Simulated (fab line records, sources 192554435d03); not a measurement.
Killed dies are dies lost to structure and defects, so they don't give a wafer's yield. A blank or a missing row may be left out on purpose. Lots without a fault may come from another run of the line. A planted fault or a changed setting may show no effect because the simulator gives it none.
fab line records | flow n5_finfet
record lots=24 wafers=72 last_day=18
route steps=1938 shown BEOL_M15@1785 MIM_TOP_LITHO@1848 PASSIVATION@1910
lots that met no fault: from a run of the same line without faults
start_h: hours from the record's first day to the start of the lot's first wafer shown | wait_h: hours since the lot's step before | " the same as in the row above | L1.1+2: a row that stands for several wafers | - no value, or no start given | * or withheld: withheld | < > ~ a bound
route shown NAME@n: a module of which the file shows steps, and the number in the route of the first | usual: mean/standard deviation of fault-free wafers | same: alike in all rows | chamber/n: place in a boat | sites: the reading at each site | _std_site: their standard deviation | _edge_site: outer sites' mean less inner sites' | radius_mm: how far each site lies from the wafer's centre | mask NAME#n: copy n | behind: the tool/chamber that last shaped the wafer | hold: why the lot was held/for how many hours/how that ended | device: the transistor (n, p or np) that didn't switch | end of line: the same wafers' tests at the end of the route | a step without rows: its recipe alone | killed: dies lost to structure and defects at the first sort, not the wafer's yield | map: a wafer's dies, x killed, . not, _ none there
set.NAME: the setting as run; set.NAME@STEP: as run at that earlier step | model.NAME: the simulator's own value behind a step, which no gauge read
steps of the route over a sample of lots; a table a step, a row a wafer
services: from which hour (start_h, from the record's first day; less than 0 if before it) a tool's chamber was out of use, for how many hours, and why
## steps
# step N5_BEOL_M15_INSPECT_12
# recipe mode=adi inspect_instrument=macro
# usual raw_defect_count=2.2/1.6
# columns lot.wafer tool chamber start_h wait_h raw_defect_count
L074.1 defect_inspect-02 - 268.25 0.0 1
L074.2 " - " " 0
L074.3 " - " " 1
L075.1 defect_inspect-02 - 276.36 0.0 1
L075.5 " - " " 2
L075.6 " - " " 1
L077.1 defect_inspect-01 - 279.97 0.0 2
L077.5 " - " " 1
L077.6 " - " " 2
L076.1 defect_inspect-01 - 286.89 0.0 1
L076.3 " - " " 2
L076.4 " - " " 2
L078.3 defect_inspect-01 - 293.21 0.0 2
L078.4 " - " " 0
L078.6 " - " " 1
L080.1 defect_inspect-01 - 295.71 0.0 2
L080.3 " - " " 2
L080.5 " - " " 3
L079.2 defect_inspect-02 - 296.47 0.0 1
L079.3 " - " " 3
L079.4 " - " " 3
L081.1 defect_inspect-01 - 310.24 0.0 2
L081.4 " - " " 2
L081.6 " - " " 4
L083.2 defect_inspect-01 - 324.32 0.0 3
L083.5 " - " " 5
L083.6 " - " " 2
L082.1 defect_inspect-02 - 324.94 0.0 2
L082.4 " - " " 3
L082.5 " - " " 5
L084.1 defect_inspect-01 - 341.83 0.0 2
L084.4 " - " " 1
L084.5 " - " " 0
L085.1 defect_inspect-01 - 345.91 0.0 1
L085.4 " - " " 3
L085.6 " - " " 2
L089.1 defect_inspect-01 - 346.61 0.0 3
L089.2 " - " " 3
L089.4 " - " " 3
L086.1 defect_inspect-01 - 351.51 0.0 6
L086.4 " - " " 0
L086.5 " - " " 3
L087.3 defect_inspect-02 - 352.00 0.0 2
L087.4 " - " " 1
L087.6 " - " " 3
L088.1 defect_inspect-01 - 354.61 0.0 4
L088.2 " - " " 1
L088.6 " - " " 1
L091.1 defect_inspect-02 - 374.26 0.0 1
L091.4 " - " " 4
L091.6 " - " " 4
L090.1 defect_inspect-02 - 377.49 0.0 3
L090.2 " - " " 0
L090.3 " - " " 2
L092.1 defect_inspect-02 - 377.82 0.0 5
L092.2 " - " " 1
L092.3 " - " " 2
L094.1 defect_inspect-02 - 386.98 0.0 2
L094.4 " - " " 7
L094.6 " - " " 8
L093.3 defect_inspect-02 - 404.78 0.0 3
L093.4 " - " " 3
L093.6 " - " " 3
L095.2 defect_inspect-02 - 405.20 0.0 0
L095.3 " - " " 3
L095.6 " - " " 1
L096.1 defect_inspect-02 - 410.85 0.0 0
L096.2 " - " " 0
L096.5 " - " " 0
L097.1 defect_inspect-01 - 415.80 0.0 1
L097.4 " - " " 1
L097.6 " - " " 5
# step N5_BEOL_M15_TRENCH_ETCH_34
# recipe chemistry=C4F8/O2/Ar target=SiO2 target_depth_a=8729.3 he_inner_torr=15 he_outer_torr=30 time_s=199 ion_energy_ev=800 pressure_mtorr=20 source_w=1905 bias_w=2040 Ar_flow_sccm=400 C4F8_flow_sccm=16 O2_flow_sccm=12
# usual drypump_motor_current_A=5.7/0.31 oes_ar_750_au=0.78/0.076 oes_product_au=0.78/0.08 rf_vpp_V=2219/17 showerhead_plenum_p_Torr=3.41/0.14 throttle_valve_pct=30.94/0.28
# same time_s=199
# columns lot.wafer tool chamber start_h wait_h drypump_motor_current_A oes_ar_750_au oes_product_au rf_hours_counter_h rf_vpp_V showerhead_plenum_p_Torr throttle_valve_pct
L074.1 rie_diel-05 3 269.96 0.0 5.6 0.88 0.88 42 2223 3.38 30.97
L074.2 " 2 " " 6.0 0.71 0.70 231 2221 3.52 30.55
L074.3 " 1 " " 5.2 0.84 0.86 50 2188 3.36 30.95
L075.1 rie_diel-06 1 278.06 0.0 5.9 0.74 0.75 163 2228 3.18 31.35
L075.5 " 1 " " 5.9 0.74 0.75 - 2228 3.18 31.36
L075.6 " 0 " " 5.8 0.79 0.79 - 2217 3.58 31.01
L077.1 rie_diel-05 0 281.56 0.0 6.1 0.71 0.71 192 2219 3.43 30.99
L077.5 " 2 " " 6.0 0.70 0.69 - 2222 3.52 30.55
L077.6 " 3 " " 5.6 0.87 0.88 - 2223 3.38 30.99
L076.1 rie_diel-02 1 288.79 0.0 6.3 0.76 0.76 133 2231 3.58 31.29
L076.3 " 3 " " 5.5 0.73 0.72 195 2240 3.40 30.94
L076.4 " 0 " " 5.4 0.93 0.93 12 2219 3.51 30.62
L078.3 rie_diel-06 2 294.79 0.0 5.9 0.70 0.70 198 2189 3.28 31.25
L078.4 " 3 " " 5.3 0.89 0.91 35 2245 3.64 30.57
L078.6 " 1 " " 5.9 0.73 0.74 - 2228 3.17 31.37
L080.1 rie_diel-06 1 297.89 0.0 6.0 0.73 0.73 170 2225 3.17 31.36
L080.3 " 2 " " 5.9 0.70 0.70 200 2189 3.28 31.24
L080.5 " 0 " " 5.8 0.79 0.78 - 2219 3.58 31.01
L079.2 rie_diel-02 0 298.64 0.0 5.4 0.92 0.91 15 2219 3.51 30.63
L079.3 " 3 " " 5.5 0.72 0.72 199 2241 3.40 30.94
L079.4 " 2 " " 5.5 0.75 0.76 150 2212 3.31 30.78
L081.1 rie_diel-06 1 312.25 0.0 6.0 0.72 0.73 174 2227 3.17 31.37
L081.4 " 0 " " 5.7 0.77 0.78 145 2219 3.57 30.98
L081.6 " 0 " " 5.7 0.79 0.77 - 2217 3.57 31.03
L083.2 rie_diel-06 0 326.24 0.0 5.7 0.77 0.76 149 2217 3.57 31.03
L083.5 " 1 " " 5.9 0.73 0.73 - 2227 3.17 31.36
L083.6 " 3 " " 5.3 0.88 0.88 - 2244 3.63 30.55
L082.1 rie_diel-06 3 326.64 0.0 5.3 0.87 0.89 45 2244 3.63 30.57
L082.4 " 1 " " 6.0 0.73 0.74 - 2226 3.17 31.37
L082.5 " 0 " " 5.8 0.78 0.77 - 2216 3.57 31.02
L084.1 rie_diel-05 3 343.68 0.0 5.6 0.85 0.84 66 2223 3.37 30.99
L084.4 " 1 " " 5.2 0.80 0.80 - 2186 3.35 30.94
L084.5 " 3 " " 5.6 0.84 0.85 - 2221 3.36 31.01
L085.1 rie_diel-06 3 347.51 0.0 5.3 0.88 0.89 51 2244 3.63 30.58
L085.4 " 0 " " 5.7 0.77 0.76 156 2217 3.57 31.02
L085.6 " 3 " " 5.3 0.87 0.89 - 2245 3.63 30.61
L089.1 rie_diel-05 3 348.68 0.0 5.6 0.84 0.84 69 2223 3.36 31.01
L089.2 " 1 " " 5.2 0.80 0.81 75 2187 3.35 30.95
L089.4 " 3 " " 5.6 0.84 0.84 - 2223 3.36 31.02
L086.1 rie_diel-02 2 353.40 0.0 5.5 0.74 0.74 166 2209 3.30 30.79
L086.4 " 2 " " 5.5 0.74 0.74 - 2210 3.30 30.78
L086.5 " 0 " " 5.4 0.88 0.89 - 2220 3.50 30.65
L087.3 rie_diel-02 2 353.88 0.0 5.5 0.73 0.72 166 2210 3.30 30.77
L087.4 " 0 " " 5.4 0.89 0.88 - 2218 3.50 30.65
L087.6 " 2 " " 5.5 0.74 0.73 - 2208 3.30 30.80
L088.1 rie_diel-02 2 356.19 0.0 5.5 0.73 0.73 167 2210 3.30 30.77
L088.2 " 0 " " 5.4 0.89 0.88 32 2219 3.50 30.65
L088.6 " 3 " " 5.5 0.71 0.71 - 2239 3.39 30.96
L091.1 rie_diel-05 1 375.84 0.0 5.2 0.79 0.80 86 2186 3.34 30.98
L091.4 " 0 " " 6.1 0.69 0.69 221 2217 3.41 31.02
L091.6 " 0 " " 6.2 0.69 0.69 - 2217 3.41 31.01
L090.1 rie_diel-05 3 379.32 0.0 5.6 0.84 0.84 75 2222 3.36 30.99
L090.2 " 2 " " 6.1 0.94 0.96 6 2219 3.51 30.29
L090.3 " 0 " " 6.2 0.69 0.68 223 2218 3.41 31.01
L092.1 rie_diel-06 1 379.89 0.0 5.9 0.71 0.71 196 2225 3.16 31.38
L092.2 " 0 " " 5.7 0.75 0.75 166 2217 3.56 31.03
L092.3 " 2 " " 5.9 0.69 0.68 222 2188 3.27 31.25
L094.1 rie_diel-06 1 388.56 0.0 5.9 0.71 0.72 198 2226 3.16 31.37
L094.4 " 2 " " 5.9 0.69 0.67 224 2188 3.27 31.24
L094.6 " 2 " " 5.9 0.69 0.68 - 2188 3.27 31.26
L093.3 rie_diel-02 1 407.23 0.0 6.3 0.74 0.73 161 2232 3.56 31.32
L093.4 " 0 " " 5.4 0.86 0.86 46 2217 3.49 30.67
L093.6 " 1 " " 6.3 0.74 0.73 - 2230 3.56 31.30
L095.2 rie_diel-05 2 407.23 0.0 6.1 0.91 0.93 16 2218 3.50 30.29
L095.3 " 1 " " 5.2 0.79 0.78 96 2186 3.34 30.96
L095.6 " 2 " " 6.1 0.92 0.92 - 2218 3.50 30.29
L096.1 rie_diel-06 0 412.44 0.0 5.7 0.76 0.75 174 2215 3.56 31.03
L096.2 " 3 " " 5.3 0.84 0.85 70 2244 3.62 30.59
L096.5 " 2 " " 5.9 0.69 0.68 - 2188 3.27 31.26
L097.1 rie_diel-02 0 417.72 0.0 5.4 0.86 0.85 49 2216 3.49 30.67
L097.4 " 3 " " 5.6 0.70 0.69 234 2239 3.38 30.96
L097.6 " 0 " " 5.4 0.86 0.86 - 2216 3.49 30.67
# step N5_BEOL_M15_CMP_49
# recipe stop_on=SiO2 t_overpolish_s=4.9 down_force_psi=2 platen_rpm=80 clearing_platen_down_force_psi=2 clearing_platen_rpm=80 post_cmp_clean=cu_alkaline target_thk_nm=850 clearing_platen_pad_velocity_m_s=1.5917 pad_velocity_m_s=1.5917
# usual barrier_field_endpoint_s=11.46/0.19 motor_current_A=8.3/1 overpolish_run_s=4.899/0.0087
# columns lot.wafer tool chamber start_h wait_h barrier_field_endpoint_s motor_current_A overpolish_run_s
L074.3 cmp-03 2 272.19 0.2 11.91 8.3 4.900
L074.1 " 3 " " 11.50 10.5 4.883
L074.2 " 0 " " 11.30 7.7 4.888
L075.1 cmp-04 0 279.93 0.3 11.42 7.4 4.912
L075.5 " 3 " " 11.59 7.6 4.909
L075.6 " 0 " " 11.44 7.0 4.907
L077.1 cmp-03 2 284.88 0.3 10.96 8.4 4.909
L077.6 " 0 " " 11.18 7.6 4.886
L077.5 " 1 " " 11.21 7.8 4.904
L076.4 cmp-03 3 291.65 0.1 11.52 10.1 4.912
L076.3 " 0 " " 11.44 7.1 4.903
L076.1 " 2 " " 11.62 8.6 4.894
L078.4 cmp-03 3 303.80 0.3 11.13 10.3 4.892
L078.3 " 0 " " 11.32 7.4 4.901
L078.6 " 2 " " 11.75 8.7 4.908
L080.3 cmp-03 0 303.99 0.2 11.52 7.7 4.890
L080.1 " 3 " " 11.47 10.5 4.895
L080.5 " 0 " " 11.37 7.4 4.889
L079.4 cmp-03 3 304.67 0.3 11.34 10.6 4.908
L079.3 " 0 " " 11.43 7.7 4.887
L079.2 " 1 " " 11.49 7.5 4.904
L081.1 cmp-01 3 313.94 0.3 11.79 8.3 4.906
L081.4 " 2 " " 11.68 7.4 4.917
L081.6 " 0 " " 11.69 8.0 4.897
L083.2 cmp-03 3 330.78 0.2 11.43 10.9 4.924
L083.5 " 2 " " 11.40 8.6 4.911
L083.6 " 3 " " 11.41 11.1 4.900
L082.4 cmp-04 3 333.07 0.1 11.59 7.5 4.905
L082.1 " 2 " " 11.71 9.4 4.906
L082.5 " 0 " " 11.29 7.1 4.917
L084.1 cmp-01 2 345.25 0.3 11.44 7.4 4.894
L084.4 " 0 " " 11.68 8.0 4.899
L084.5 " 2 " " 11.63 7.3 4.903
L085.4 cmp-04 1 349.74 0.1 11.47 8.5 4.880
L085.1 " 0 " " 11.13 6.8 4.898
L085.6 " 2 " " 11.43 9.4 4.899
L089.2 cmp-04 2 351.80 0.8 11.33 9.1 4.887
L089.1 " 0 " " 11.35 7.7 4.921
L089.4 " 1 " " 11.49 7.9 4.887
L086.1 cmp-04 1 355.37 0.3 11.31 8.0 4.909
L086.4 " 3 " " 11.42 7.4 4.898
L086.5 " 1 " " 11.35 8.4 4.912
L088.2 cmp-04 2 358.51 0.2 11.40 9.6 4.898
L088.1 " 0 " " 11.04 6.8 4.902
L088.6 " 1 " " 11.53 8.4 4.909
L087.3 cmp-01 3 358.53 0.2 11.50 8.5 4.892
L087.4 " 0 " " 11.54 7.5 4.902
L087.6 " 2 " " 11.52 7.3 4.901
L090.2 cmp-03 2 384.93 0.2 11.60 8.8 4.898
L090.3 " 3 " " 11.62 10.3 4.905
L090.1 " 1 " " 11.54 7.9 4.893
L091.4 cmp-03 1 398.18 0.2 11.24 7.6 4.889
L091.1 " 2 " " 11.79 8.4 4.903
L091.6 " 3 " " 11.64 10.4 4.905
L092.1 cmp-04 3 399.32 0.3 11.32 7.9 4.890
L092.2 " 0 " " 11.54 6.9 4.906
L092.3 " 1 " " 11.39 8.6 4.905
L094.1 cmp-04 1 400.13 0.3 11.59 8.4 4.895
L094.4 " 2 " " 11.59 9.3 4.895
L094.6 " 3 " " 11.65 7.7 4.910
L093.3 cmp-03 0 409.46 0.2 11.49 7.7 4.899
L093.4 " 1 " " 11.40 8.2 4.894
L093.6 " 3 " " 11.41 9.8 4.882
L095.3 cmp-01 2 411.16 0.2 11.60 7.3 4.898
L095.2 " 1 " " 11.53 8.6 4.903
L095.6 " 3 " " 11.65 8.7 4.896
L096.2 cmp-01 1 414.50 0.3 11.15 8.1 4.902
L096.1 " 2 " " 11.42 6.9 4.908
L096.5 " 0 " " 11.30 8.1 4.896
L097.4 cmp-03 0 420.87 0.1 11.39 7.7 4.907
L097.1 " 1 " " 11.17 7.7 4.899
L097.6 " 0 " " 11.55 7.5 4.892
# step N5_MIM_TOP_LITHO_OVL_MEAS_11
# recipe points_per_wafer=44
# usual MIM_TOP_OVL=5/4.9
# columns lot.wafer tool chamber start_h wait_h MIM_TOP_OVL[nm]
L074.1 overlay-01 0 277.42 0.0 -1
L074.2 " 0 " " 8
L074.3 " 0 " " 2
L075.1 overlay-01 0 284.06 0.0 5
L075.5 " 0 " " 14
L075.6 " 0 " " 13
L077.1 overlay-01 0 287.96 0.0 1
L077.5 " 0 " " -1
L077.6 " 0 " " 3
L076.1 overlay-01 0 295.27 0.0 1
L076.3 " 0 " " 7
L076.4 " 0 " " 2
L078.3 overlay-01 0 308.10 0.0 6
L078.4 " 0 " " -2
L078.6 " 0 " " 5
L080.1 overlay-01 0 308.26 0.0 2
L080.3 " 0 " " 2
L080.5 " 0 " " 3
L079.2 overlay-02 0 308.43 0.0 5
L079.3 " 0 " " -3
L079.4 " 0 " " 5
L081.1 overlay-01 0 317.57 0.0 12
L081.4 " 0 " " 7
L081.6 " 0 " " 7
L083.2 overlay-01 0 335.35 0.0 6
L083.5 " 0 " " 4
L083.6 " 0 " " 7
L082.1 overlay-02 0 337.29 0.0 7
L082.4 " 0 " " 9
L082.5 " 0 " " 3
L084.1 overlay-01 0 349.23 0.0 -2
L084.4 " 0 " " -2
L084.5 " 0 " " -7
L085.1 overlay-02 0 354.30 0.0 12
L085.4 " 0 " " 7
L085.6 " 0 " " 7
L089.1 overlay-01 0 356.06 0.0 8
L089.2 " 0 " " -2
L089.4 " 0 " " 0
L086.1 overlay-01 0 360.87 0.0 6
L086.4 " 0 " " 1
L086.5 " 0 " " 9
L087.3 overlay-01 0 364.92 0.0 0
L087.4 " 0 " " 3
L087.6 " 0 " " 1
L088.1 overlay-01 0 365.17 0.0 3
L088.2 " 0 " " 14
L088.6 " 0 " " 5
L090.1 overlay-01 0 393.10 0.0 -5
L090.2 " 0 " " 1
L090.3 " 0 " " -5
L091.1 overlay-01 0 403.24 0.0 6
L091.4 " 0 " " 7
L091.6 " 0 " " 5
L092.1 overlay-02 0 403.52 0.0 3
L092.2 " 0 " " 5
L092.3 " 0 " " 7
L094.1 overlay-01 0 403.68 0.0 -7
L094.4 " 0 " " 14
L094.6 " 0 " " 9
L093.3 overlay-02 0 413.78 0.0 -3
L093.4 " 0 " " 12
L093.6 " 0 " " 12
L095.2 overlay-01 0 417.13 0.0 0
L095.3 " 0 " " -3
L095.6 " 0 " " 3
L096.1 overlay-01 0 419.80 0.0 10
L096.2 " 0 " " 2
L096.5 " 0 " " 3
L097.1 overlay-02 0 427.54 0.0 6
L097.4 " 0 " " 0
L097.6 " 0 " " 4
# step N5_PASSIVATION_ETCH_59
# recipe chemistry=Cl2/BCl3 target=TaN target_depth_a=650 time_s=34.9 ion_energy_ev=100 pressure_mtorr=10 icp_w=900 bias_w=100 Cl2_flow_sccm=60 bcl3_flow_sccm=30
# usual drypump_motor_current_A=5.7/0.32 oes_product_au=0.79/0.08 throttle_valve_pct=21.18/0.17
# same time_s=34.9
# columns lot.wafer tool chamber start_h wait_h drypump_motor_current_A oes_product_au rf_hours_counter_h throttle_valve_pct
L074.1 rie_metal-03 1 285.74 0.3 5.6 0.85 14 21.07
L074.2 " 0 " " 5.5 0.75 63 21.28
L074.3 " 0 " " 5.4 0.74 - 21.31
L075.1 rie_metal-03 0 288.79 0.3 5.4 0.74 64 21.30
L075.5 " 1 " " 5.6 0.85 - 21.07
L075.6 " 0 " " 5.4 0.74 - 21.30
L077.1 rie_metal-03 1 295.42 0.3 5.6 0.84 16 21.08
L077.5 " 1 " " 5.6 0.83 - 21.08
L077.6 " 0 " " 5.5 0.73 - 21.32
L076.1 rie_metal-02 1 304.67 0.3 5.7 0.88 14 21.14
L076.3 " 0 " " 5.3 0.71 - 21.42
L076.4 " 1 " " 5.7 0.89 - 21.14
L079.2 rie_metal-01 0 313.85 0.3 6.1 0.85 16 20.99
L079.3 " 0 " " 6.1 0.85 - 21.00
L079.4 " 1 " " 6.3 0.61 - 21.11
L078.3 rie_metal-03 1 313.86 0.5 5.6 0.83 - 21.11
L078.4 " 1 " " 5.6 0.83 - 21.08
L078.6 " 1 " " 5.6 0.83 - 21.07
L080.1 rie_metal-02 0 314.57 0.7 5.3 0.71 62 21.43
L080.3 " 0 " " 5.3 0.71 - 21.42
L080.5 " 0 " " 5.3 0.70 - 21.44
L081.1 rie_metal-01 0 323.92 0.3 6.1 0.85 18 21.00
L081.4 " 0 " " 6.1 0.85 - 20.99
L081.6 " 0 " " 6.1 0.84 - 20.99
L083.2 rie_metal-02 1 341.56 0.3 5.7 0.87 16 21.14
L083.5 " 0 " " 5.3 0.70 - 21.44
L083.6 " 1 " " 5.7 0.87 - 21.13
L082.1 rie_metal-01 0 343.08 0.7 6.1 0.83 21 20.97
L082.4 " 0 " " 6.1 0.83 - 21.01
L082.5 " 0 " " 6.1 0.84 - 20.99
L084.1 rie_metal-01 0 353.96 0.3 6.1 0.82 22 21.00
L084.4 " 0 " " 6.1 0.82 - 21.00
L084.5 " 1 " " 6.3 0.96 - 20.87
L085.1 rie_metal-02 0 362.50 0.3 5.3 0.71 67 21.44
L085.4 " 0 " " 5.3 0.70 - 21.43
L085.6 " 0 " " 5.3 0.70 - 21.42
L089.1 rie_metal-03 1 362.61 0.3 5.6 0.83 22 21.09
L089.2 " 0 " " 5.5 0.73 68 21.30
L089.4 " 1 " " 5.6 0.82 - 21.08
L086.1 rie_metal-02 1 366.72 0.3 5.7 0.87 19 21.12
L086.4 " 0 " " 5.3 0.70 - 21.41
L086.5 " 0 " " 5.3 0.70 - 21.43
L087.3 rie_metal-02 1 371.83 0.2 5.7 0.86 - 21.17
L087.4 " 0 " " 5.3 0.69 - 21.44
L087.6 " 1 " " 5.7 0.86 - 21.15
L088.1 rie_metal-03 0 372.69 0.3 5.5 0.73 69 21.31
L088.2 " 1 " " 5.6 0.82 23 21.08
L088.6 " 0 " " 5.5 0.73 - 21.30
L090.1 rie_metal-03 0 397.82 0.3 5.4 0.73 71 21.32
L090.2 " 1 " " 5.6 0.80 25 21.08
L090.3 " 0 " " 5.5 0.72 - 21.33
L091.1 rie_metal-01 1 407.60 0.3 6.2 0.93 4 20.90
L091.4 " 0 " " 6.1 0.82 - 21.02
L091.6 " 0 " " 6.1 0.82 - 21.02
L092.1 rie_metal-03 0 410.10 0.3 5.4 0.73 73 21.31
L092.2 " 1 " " 5.6 0.80 26 21.11
L092.3 " 1 " " 5.6 0.80 - 21.09
L094.1 rie_metal-01 1 410.44 0.3 6.3 0.92 5 20.88
L094.4 " 0 " " 6.1 0.81 - 20.99
L094.6 " 0 " " 6.1 0.80 - 21.00
L093.3 rie_metal-02 0 420.10 0.2 5.3 0.69 - 21.43
L093.4 " 1 " " 5.7 0.85 - 21.13
L093.6 " 0 " " 5.3 0.69 - 21.44
L095.2 rie_metal-02 1 428.15 0.3 5.7 0.85 25 21.16
L095.3 " 0 " " 5.3 0.68 - 21.45
L095.6 " 1 " " 5.7 0.85 - 21.16
L096.1 rie_metal-03 0 428.23 0.3 5.4 0.71 74 21.34
L096.2 " 1 " " 5.6 0.80 27 21.12
L096.5 " 0 " " 5.4 0.72 - 21.33
L097.1 rie_metal-03 0 433.02 0.3 5.5 0.72 74 21.32
L097.4 " 0 " " 5.5 0.72 - 21.34
L097.6 " 1 " " 5.6 0.79 - 21.11
# step N5_PASSIVATION_CD_MEAS_44
# recipe target_cd_nm=40000 landing_energy_ev=500 detector=se_inlens
# usual cd_nm=40000/2.7
# columns lot.wafer tool chamber start_h wait_h cd_nm
L074.1 cd_sem-01 0 286.91 - 39998
L074.2 " 0 " " 39997
L074.3 " 0 " " 40000
L075.1 cd_sem-02 0 290.18 - 39997
L075.5 " 0 " " 39998
L075.6 " 0 " " 40000
L077.1 cd_sem-03 0 296.58 - 39996
L077.5 " 0 " " 39993
L077.6 " 0 " " 39995
L076.1 cd_sem-03 0 305.83 - 40000
L076.3 " 0 " " 39999
L076.4 " 0 " " 39996
L079.2 cd_sem-02 0 315.01 - 39999
L079.3 " 0 " " 40000
L079.4 " 0 " " 40003
L078.3 cd_sem-03 0 315.06 - 40003
L078.4 " 0 " " 39998
L078.6 " 0 " " 40003
L080.1 cd_sem-03 0 315.85 - 39999
L080.3 " 0 " " 40001
L080.5 " 0 " " 39998
L081.1 cd_sem-03 0 325.21 - 40003
L081.4 " 0 " " 40003
L081.6 " 0 " " 40002
L083.2 cd_sem-01 0 342.85 - 39995
L083.5 " 0 " " 39996
L083.6 " 0 " " 39996
L082.1 cd_sem-02 0 344.81 - 39997
L082.4 " 0 " " 40004
L082.5 " 0 " " 40005
L084.1 cd_sem-03 0 355.12 - 39998
L084.4 " 0 " " 40002
L084.5 " 0 " " 40000
L085.1 cd_sem-01 0 363.87 - 40003
L085.4 " 0 " " 40001
L085.6 " 0 " " 40003
L089.1 cd_sem-03 0 364.03 - 39996
L089.2 " 0 " " 39996
L089.4 " 0 " " 39997
L086.1 cd_sem-01 0 368.03 - 40000
L086.4 " 0 " " 39998
L086.5 " 0 " " 40000
L087.3 cd_sem-02 0 373.25 - 40004
L087.4 " 0 " " 40003
L087.6 " 0 " " 40000
L088.1 cd_sem-03 0 373.98 - 39999
L088.2 " 0 " " 39999
L088.6 " 0 " " 40000
L090.1 cd_sem-01 0 398.98 - 39998
L090.2 " 0 " " 39998
L090.3 " 0 " " 39997
L091.1 cd_sem-01 0 408.90 - 40002
L091.4 " 0 " " 40001
L091.6 " 0 " " 40000
L092.1 cd_sem-03 0 411.39 - 39997
L092.2 " 0 " " 40001
L092.3 " 0 " " 39998
L094.1 cd_sem-01 0 411.72 - 40002
L094.4 " 0 " " 40004
L094.6 " 0 " " 40001
L093.3 cd_sem-02 0 421.39 - 40005
L093.4 " 0 " " 40004
L093.6 " 0 " " 40003
L095.2 cd_sem-03 0 429.44 - 40002
L095.3 " 0 " " 40001
L095.6 " 0 " " 40002
L096.1 cd_sem-02 0 429.48 - 40000
L096.2 " 0 " " 40000
L096.5 " 0 " " 40002
L097.1 cd_sem-03 0 434.18 - 39996
L097.4 " 0 " " 39995
L097.6 " 0 " " 40002
## services
# columns tool chamber start_h hours kind
cmp-01 - 247.09 1.8 repair
cmp-04 - 252.97 1.8 repair
cmp-01 - 268.50 4.0 pm
cmp-01 - 279.79 0.9 repair
rie_diel-05 0 290.58 14.1 repair
rie_metal-01 - 292.87 14.6 pm
cmp-04 - 301.93 4.0 pm
rie_metal-03 - 303.59 1.4 pm
cmp-01 - 306.65 1.1 repair
rie_metal-03 0 309.96 21.4 repair
rie_metal-02 1 310.40 10.4 repair
rie_diel-06 2 323.89 4.5 repair
cmp-04 - 323.99 2.3 repair
cmp-03 - 350.81 3.5 repair
rie_diel-02 1 351.37 14.6 repair
rie_diel-05 3 356.99 15.0 repair
rie_diel-05 1 391.04 3.1 repair
rie_diel-05 0 394.11 18.5 repair
cmp-03 - 401.01 2.1 repair
cmp-03 - 407.75 0.5 repair
cmp-03 - 409.65 4.0 pm
cmp-03 - 413.65 - consumable_replace:conditioner
cmp-03 - 413.65 - consumable_replace:pad
rie_diel-05 0 421.29 5.3 repair
## key
fault none
